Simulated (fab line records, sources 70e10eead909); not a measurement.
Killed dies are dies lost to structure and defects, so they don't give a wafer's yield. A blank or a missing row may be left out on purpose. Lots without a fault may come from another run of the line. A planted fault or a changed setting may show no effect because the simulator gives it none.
A struck lot beside a sound one | flow nand_harc | 39 steps out of a route of 1159
Sound: wafers L399.1, L399.2, L399.4. Struck: wafer L392.6. The cause comes at the end.
At each step with rows: each side's tool, then ch and its chambers, then its first start. Under that, the readings that differ: sound wafers | struck wafers | difference of the means | sigmas: that difference in standard deviations of wafers without a fault.
alike: readings whose means differ by less than 2 such deviations, and words and numbers that are the same on both sides. not compared: withheld readings, readings that some wafer has no value for, bounds like >300 that may hide the same value, and numbers for which the record gives no deviation and whose values overlap.
The two part at a step that has a row with sigmas, a row that says differs or no value, or rows on one side only. Numbers that don't overlap but have no deviation are shown without sigmas and don't part them. A reading that every wafer of one side lacks parts them only if that side has two wafers or more.

first, 10 steps without rows for these wafers: NHARC_A_CHANNEL_HOLE_D1_DEP_00 (deposits aC, target thk 3100 nm); NHARC_A_CHANNEL_HOLE_D1_DEP_01 (deposits SiON, target thk 140 nm); NHARC_A_CHANNEL_HOLE_D1_DEHYDRATE_02 (time 120 s); NHARC_A_CHANNEL_HOLE_D1_HMDS_03 (time 30 s); NHARC_A_CHANNEL_HOLE_D1_COAT_36 (time 75 s); NHARC_A_CHANNEL_HOLE_D1_COAT_37 (time 65 s); NHARC_A_CHANNEL_HOLE_D1_COAT_04 (resist thk 90 nm); NHARC_A_CHANNEL_HOLE_D1_SOFTBAKE_05 (time 55 s); NHARC_A_CHANNEL_HOLE_D1_EBR_06; NHARC_A_CHANNEL_HOLE_D1_EXPOSE_07 (exposes mask HOLE D1, target cd 100 nm).
NHARC_A_CHANNEL_HOLE_D1_PEB_08: peb time 65 s.
  sound on litho_track-04 ch 0, day 13 17:16; struck on litho_track-06 ch 0, day 12 01:33
  reading                | sound             | struck | difference | sigmas
  chill_plate_temp_C (C) | 22.97 23.00 22.91 | 23.22  | +0.26      | +3
  alike: heater_power_total_W
then, 1 step without rows for these wafers: NHARC_A_CHANNEL_HOLE_D1_DEVELOP_09 (develop time 35 s).
NHARC_A_CHANNEL_HOLE_D1_CD_MEAS_10: target cd 100 nm.
  sound on cd_sem-01 ch 0, day 13 17:20; struck on cd_sem-01 ch 0
  reading    | sound           | struck | difference | sigmas
  cd_nm (nm) | 99.4 100.0 99.9 | 115.3  | +15.5      | +25
  not compared: hold
NHARC_A_CHANNEL_HOLE_D1_OVL_MEAS_11:
  sound on overlay-02, day 13 17:26; struck on overlay-02, day 12 03:19
  reading | sound | struck                   | difference                   | sigmas
  hold    | - - - | await_dispo/1.4h/release | no value on the sound wafers |
  alike: overlay_x_nm, overlay_y_nm
NHARC_A_CHANNEL_HOLE_D1_DESCUM_15: chemistry O2, time 3 s.
  sound on rie_diel-05 ch 0,2, day 13 17:32; struck on rie_diel-09 ch 0, day 12 03:26
  reading                            | sound             | struck | difference | sigmas
  model.A_CHANNEL_HOLE_D1.cd_nm (nm) | 99.38 100.3 100.1 | 115.5  | +15.6      |
  alike: drypump_motor_current_A, oes_product_au, rf_vpp_V, showerhead_plenum_p_Torr, throttle_valve_pct
  not compared: rf_hours_counter_h
then, 4 steps without rows for these wafers: NHARC_A_CHANNEL_HOLE_D1_ETCH_38 (etches the open film in CF4, target depth 39 nm, time 65 s); NHARC_A_CHANNEL_HOLE_D1_ETCH_39 (etches the open film in N2/H2, target depth 260 nm, time 325 s); NHARC_A_CHANNEL_HOLE_D1_ETCH_34 (etches the open film in CF4/CHF3, target depth 154 nm, time 77 s); NHARC_A_CHANNEL_HOLE_D1_ETCH_16 (etches the open film in O2/COS, target depth 3100 nm, time 806 s).
NHARC_A_CHANNEL_HOLE_D1_CD_MEAS_18:
  sound on cd_sem-01, day 13 18:51; struck on cd_sem-03, day 12 04:43
  reading    | sound    | struck | difference | sigmas
  cd_nm (nm) | 99 93 95 | 115    | +19        | +6
  not compared: hold
then, 11 steps without rows for these wafers: NHARC_A_CHANNEL_HOLE_D1_ETCH_20 (etches the open film in C4F8/O2/Ar, time 361.9 s, target depth 1600 nm); NHARC_A_CHANNEL_HOLE_D1_ETCH_21 (etches the open film in C4F8/O2/Ar, time 514.3 s, target depth 1600 nm); NHARC_A_CHANNEL_HOLE_D1_ETCH_22 (etches the open film in C4F8/O2/Ar, time 666.7 s, target depth 1600 nm); NHARC_A_CHANNEL_HOLE_D1_ETCH_23 (etches the open film in C4F8/O2/Ar, time 819 s, target depth 1600 nm); NHARC_A_CHANNEL_HOLE_D1_ETCH_24 (etches the open film in C4F8/O2/Ar, time 906.2 s, target depth 1500 nm); NHARC_A_CHANNEL_HOLE_D1_ETCH_25 (etches the open film in C4F8/O2/Ar, time 1040.2 s, target depth 1500 nm); NHARC_A_CHANNEL_HOLE_D1_ETCH_26 (etches the open film in C4F8/O2/Ar, time 224.1 s, target depth 300 nm); NHARC_A_CHANNEL_HOLE_D1_ETCH_33 (etches the open film in C4F8/O2/Ar, time 90 s, target depth 400 nm); NHARC_A_CHANNEL_HOLE_D1_STRIP_41 (strips in N2/H2); NHARC_A_CHANNEL_HOLE_D1_STRIP_42 (strips in CF4/CHF3); NHARC_A_CHANNEL_HOLE_D1_STRIP_43 (strips in O2/COS).
NHARC_A_CHANNEL_HOLE_D1_ETCH_44: etches the open film in CF4/O2, target depth 140 nm, overetch 14 nm, time 77 s.
  sound on rie_diel-09 ch 1,2,3, day 14 00:07; struck on rie_diel-06 ch 0, day 12 12:31
  reading                            | sound             | struck | difference | sigmas
  model.A_CHANNEL_HOLE_D1.cd_nm (nm) | 90.25 92.07 91.58 | 107.6  | +16.3      |
  alike: drypump_motor_current_A, oes_product_au, rf_vpp_V, showerhead_plenum_p_Torr, throttle_valve_pct
  not compared: rf_hours_counter_h
then, 3 steps without rows for these wafers: NHARC_A_CHANNEL_HOLE_D1_STRIP_27 (strips in O2); NHARC_A_CHANNEL_HOLE_D1_PRECLEAN_28 (cleans in SC1); NHARC_A_CHANNEL_HOLE_D1_SRD_29.
NHARC_A_CHANNEL_HOLE_D1_CD_MEAS_30:
  sound on cd_sem-01, day 14 00:55; struck on cd_sem-03, day 12 13:31
  reading    | sound          | struck | difference | sigmas
  cd_nm (nm) | 89.7 92.4 91.7 | 107.4  | +16.1      | +11
  not compared: hold
NHARC_A_CHANNEL_HOLE_D1_XSEM_31:
  sound on xsem-01 ch 0, day 14 01:00; struck on xsem-01 ch 0, day 12 22:16
  reading        | sound          | struck                   | difference                   | sigmas
  hold           | - - -          | await_dispo/8.7h/release | no value on the sound wafers |
  bot_cd_nm (nm) | 73.6 75.4 75.1 | 91.4                     | +16.7                        | +11
  alike: bow_nm, tilt_deg
-- the record jumps here: 13 days lie between the struck wafers' starts before and after (it left off in module A_CHANNEL_HOLE_D1 and takes up again in module END, whose first step shown is number 1158 of the route) --
NHARC_END_WLT_00:
  sound on prober-02, day 26 15:08; struck on prober-02, day 25 18:11
  reading                           | sound             | struck | difference | sigmas
  VT_DECK1_BOTTOM                   | 0.879 0.877 0.877 | 0.931  | +0.053     | +8
  VT_DECK1_BOTTOM_INNER             | 0.874 0.872 0.883 | 0.933  | +0.057     | +8
  VT_DECK1_MEDIAN_NEAR_BOTTOM       | 0.879 0.886 0.880 | 0.926  | +0.044     | +6
  VT_DECK1_MEDIAN_NEAR_BOTTOM_INNER | 0.864 0.882 0.875 | 0.924  | +0.050     | +7
  VT_DECK1_MIDDLE                   | 0.880 0.887 0.883 | 0.928  | +0.045     | +7
  VT_DECK1_MIDDLE_INNER             | 0.883 0.901 0.878 | 0.933  | +0.046     | +6
  VT_DECK1_TOP                      | 0.894 0.890 0.895 | 0.953  | +0.060     | +9
  VT_DECK1_TOP_INNER                | 0.887 0.904 0.902 | 0.952  | +0.054     | +7
NHARC_END_SORT_01:
  the record has rows for the struck wafers here (prober-02 ch 0, day 25 22:42) and none for the sound ones

WHERE THEY PART
First at NHARC_A_CHANNEL_HOLE_D1_PEB_08; last, within this record, at NHARC_END_SORT_01.

WHY: what the simulator had put in
Process parameter drift: litho_track-06, from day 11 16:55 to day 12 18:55, at NHARC_A_CHANNEL_HOLE_D1_PEB_08. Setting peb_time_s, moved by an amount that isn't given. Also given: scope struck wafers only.
